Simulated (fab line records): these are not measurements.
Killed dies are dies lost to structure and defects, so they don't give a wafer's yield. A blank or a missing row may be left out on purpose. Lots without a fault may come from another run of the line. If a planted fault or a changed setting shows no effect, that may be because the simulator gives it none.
Which tool is to blame? -- flow n5-finfet -- 10 lots with 30 wafers sampled at 3 steps, on a route of 1938 steps

WHAT THE GAUGES READ, wafer by wafer
N5_WELL_APT_CD_MEAS_25: the cd target is 200 nm.
lot,measured,on,cd-nm (nm)
L264,day 1 15:26,cd-sem-01,201.2 201.3 203.9
L266,day 2 02:50,cd-sem-02,201.9 200.9 201.3
L269,day 2 20:50,cd-sem-01,202.1 202.0 201.6
L275,day 4 09:18,cd-sem-03,- - -
L276,day 4 15:04,cd-sem-02,- - -
L279,day 5 08:58,cd-sem-03,199.5 198.0 199.9
L280,day 5 15:03,cd-sem-03,201.1 200.6 199.9
L281,day 5 20:59,cd-sem-03,201.5 202.0 201.5
L283,day 6 08:58,cd-sem-02,198.2 199.1 202.2
L286,day 7 06:07,cd-sem-03,201.1 200.1 200.1

TOOL THAT RAN EACH LOT (tool first, then ch and the chambers of the sampled wafers, then the start)
lot,N5_ZERO_LAYER_DESCUM_16,N5_WELL_APT_COAT_19
L264,"rie-diel-03 ch 2,3, day 1 13:11","litho-track-03 ch 0, day 1 15:02"
L266,"rie-diel-01 ch 0,2, day 2 00:48","litho-track-03 ch 0, day 2 02:34"
L269,"rie-diel-03 ch 1,2, day 2 18:41","litho-track-01 ch 0, day 2 20:26"
L275,"rie-diel-03 ch 0,2,3, day 4 06:48","litho-track-04, day 4 08:55"
L276,"rie-diel-01 ch 1,2,3, day 4 12:55","litho-track-01, day 4 14:40"
L279,"rie-diel-03 ch 0,1,3, day 5 06:41","litho-track-04 ch 0, day 5 08:42"
L280,"rie-diel-06 ch 0,2,3, day 5 12:49","litho-track-04 ch 0, day 5 14:47"
L281,"rie-diel-03 ch 1,2,3, day 5 18:49","litho-track-03 ch 0, day 5 20:36"
L283,"rie-diel-01 ch 0,1,3, day 6 06:51","litho-track-04 ch 0, day 6 08:35"
L286,"rie-diel-06 ch 1,2,3, day 7 02:12","litho-track-04 ch 0, day 7 05:43"
- N5_ZERO_LAYER_DESCUM_16: chemistry O2, time 7.9 s.
- N5_WELL_APT_COAT_19: resist thk 950 nm.

THE ANSWER, worked out from the rows above alone
Rule: the usual values come from the lots themselves. Put in order of their means at a reading, lots are off if they are a third of the lots or fewer, leave a main group of 4 or more, and stand apart from it by a gap of 3 or more times the standard deviation of the main group's means; of several such gaps the widest counts. If all means in a main group match to the digits the tables above print for the reading, that group is not used. A lot without any number at a reading at which 4 lots or more have one is off too. Where the step has rows for the other lots, those lots are counted as sound.
Off, at N5_WELL_APT_CD_MEAS_25 on cd-nm: L275, L276. Without a number there: L275, L276. The main group has a mean of 200.9 nm with a standard deviation of 1.
A tool fits if, at a process step before that reading, it ran every lot that is off, and no sound lot after the first of them. Gauges at N5_WELL_APT_CD_MEAS_25: tried the same way as those tools. Not one of the candidates tried fits.

WHAT WAS PUT IN BY THE SIMULATOR
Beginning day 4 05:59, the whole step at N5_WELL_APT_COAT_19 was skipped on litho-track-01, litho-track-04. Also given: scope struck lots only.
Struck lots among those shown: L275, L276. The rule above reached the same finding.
